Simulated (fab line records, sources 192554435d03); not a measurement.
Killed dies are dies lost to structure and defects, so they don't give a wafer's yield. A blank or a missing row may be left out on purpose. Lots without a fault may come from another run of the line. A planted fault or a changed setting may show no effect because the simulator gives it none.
Chamber matching | flow n5_finfet | N5_BEOL_M7_PECVD_70 on pecvd-02: 3 sister chambers
The step deposits SiO2 from TEOS/O2, target thk 20 nm, time 22.7 s. 6 wafers are shown with their chamber, then 8 later ones without.

WAFERS WITH THEIR CHAMBER
wafer  | chamber | throttle_valve_pct (%) | showerhead_plenum_p_Torr (Torr)
L082.1 | 0       | 21.5                   | 8.88
L082.3 | 2       | 20.6                   | 8.87
L082.4 | 1       | 23.9                   | 8.75
L082.5 | 2       | 21.0                   | 8.87
L082.6 | 0       | 21.4                   | 8.87
L087.3 | 1       | 23.8                   | 8.75

WAFERS WITHOUT THEIR CHAMBER
wafer  | throttle_valve_pct (%) | showerhead_plenum_p_Torr (Torr)
L087.4 | 21.0                   | 8.84
L087.5 | 21.5                   | 8.87
L089.1 | 21.4                   | 8.88
L089.2 | 20.7                   | 8.86
L089.6 | 20.9                   | 8.86
L093.1 | 21.0                   | 8.87
L093.2 | 21.0                   | 8.86
L093.5 | 21.0                   | 8.86

WHICH CHAMBER EACH WENT THROUGH
wafer  | from the rows above     | in truth
L087.4 | can't be placed: 2 or 0 | 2
L087.5 | 0                       | 0
L089.1 | 0                       | 0
L089.2 | 2                       | 2
L089.6 | 2                       | 2
L093.1 | can't be placed: 2 or 0 | 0
L093.2 | can't be placed: 2 or 0 | 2
L093.5 | can't be placed: 2 or 0 | 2
Placed correctly: 4 of 8. Can't be placed from these rows: 4 (the true chamber is among the candidates in 4). Placed wrongly: 0.
How it was worked out, from the rows above alone: a wafer's distance from a chamber is the root of the sum, over the readings, of the square of ((its reading less the chamber's mean) divided by the reading's scatter). The wafer belongs to the nearest chamber; if the next one is less than 2 further off, it can't be placed. A chamber's mean is the mean of its shown wafers. The scatter: the root of (the sum of the squares of (reading less its chamber's mean) over the shown wafers, divided by (wafers less chambers)).
